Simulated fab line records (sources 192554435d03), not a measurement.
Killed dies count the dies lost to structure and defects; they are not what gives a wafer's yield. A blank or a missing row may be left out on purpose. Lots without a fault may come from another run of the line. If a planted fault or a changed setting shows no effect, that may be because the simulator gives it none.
Comparing a struck lot with a sound one || flow n5_finfet || 15 out of 1938 route steps
Sound: the wafers L755.2, L755.3, L755.5. Struck: wafer L762.3. (L762.2, L762.4 of the same lot were not struck and are left out.) The cause comes at the end.
At each step with rows: each side's tool, then ch and its chambers, then its first start. Under that, the readings that differ: sound wafers || struck wafers || difference of the means || sigmas: that difference in standard deviations of wafers without a fault.
alike: a reading whose means differ by less than 2 such deviations, as well as words and numbers matching on both sides. not compared: withheld readings; readings where some wafer has no value; bounds like >300 that might hide an equal value; numbers whose values overlap and for which the record gives no deviation.
The two part at a step that has a row with sigmas, a row that says differs or no value, or rows on one side only. When numbers do not overlap yet have no deviation, they are printed without sigmas and do not part them. A reading that every wafer of one side lacks parts them only if that side has two wafers or more.

N5_BEOL_M13_ETCH_68: etches SOC in N2/H2, time 355 s.
  sound on rie_diel-03 ch 0,2, day 11 14:45; struck on rie_diel-03 ch 3, day 14 00:05
  alike: bias_w, drypump_motor_current_A, oes_product_au, rf_vpp_V, showerhead_plenum_p_Torr, throttle_valve_pct
  not compared: rf_hours_counter_h
then, 3 steps without rows for these wafers: N5_BEOL_M13_STRIP_69 (strips in N2/H2); N5_BEOL_M13_TRENCH_ETCH_34 (etches SiOC in C4F8/O2/Ar, target depth 413.47 nm, time 162.6 s); N5_BEOL_M13_STRIP_70 (strips in C4F8/O2/Ar).
N5_BEOL_M13_OCD_MEAS_35:
  struck on ocd-01, day 14 00:29; sound on ocd-01, day 11 15:09
  alike: trench_depth_nm
N5_BEOL_M13_STRIP_37: strips in N2/H2.
  sound on plasma_asher-02 ch 0,1, day 11 15:11; struck on plasma_asher-02 ch 1, day 14 00:32
  alike: drypump_motor_current_A, heater_power_w, oes_product_au
  not compared: rf_hours_counter_h
then, 3 steps without rows for these wafers: N5_BEOL_M13_ETCH_38 (etches SiCN in CF4/N2, target depth 67.5 nm, time 71.9 s); N5_BEOL_M13_PRECLEAN_39 (cleans in residue remover, time 60 s); N5_BEOL_M13_SRD_40 (time 30 s, dry time 30 s).
N5_BEOL_M13_DEGAS_41: time 60 s.
  struck on pvd_sputter-01, day 14 01:02; sound on pvd_sputter-03, day 11 21:02
  alike: heater_power_w
then, 1 step without rows for these wafers: N5_BEOL_M13_PRE_CLEAN_42 (time 30 s).
N5_BEOL_M13_SPUTTER_43: material TaN, target thk 15 nm, time 24.19 s.
  struck on pvd_sputter-01, day 14 01:07; sound on pvd_sputter-03, day 11 21:07
  alike: bias_v, cathode_dc_power_W, throttle_valve_pct
N5_BEOL_M13_SPUTTER_44: material Ta, target thk 10 nm, time 16.13 s.
  struck on pvd_sputter-01, day 14 01:12; sound on pvd_sputter-03, day 11 21:11
{"reading": "cathode_dc_power_W (W)", "sound": "15002 14997 15001", "struck": 14280, "difference": -720, "sigmas": "-99 or more"}
{"reading": "model.Ta_of_BEOL_M13_SPUTTER_44.thk_nm (nm)", "sound": "10 10.2 10.2", "struck": 9.6, "difference": -0.5, "sigmas": ""}
  alike: bias_v, throttle_valve_pct
N5_BEOL_M13_SPUTTER_45: material Cu, target thk 80 nm, time 13.33 s.
  struck on pvd_sputter-01, day 14 01:17; sound on pvd_sputter-03, day 11 21:16
  alike: bias_v, cathode_dc_power_W, throttle_valve_pct
N5_PASSIVATION_PROBE_49:
  rows exist in the record for the struck wafers here (prober-01, day 15 06:53), but not for the sound ones

WHERE THEY PART
Earliest at N5_BEOL_M13_SPUTTER_44; latest, in this record, at N5_PASSIVATION_PROBE_49.

WHY: what had been put in by the simulator
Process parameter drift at N5_BEOL_M13_SPUTTER_44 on pvd_sputter-01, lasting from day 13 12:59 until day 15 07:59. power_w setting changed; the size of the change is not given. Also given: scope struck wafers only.
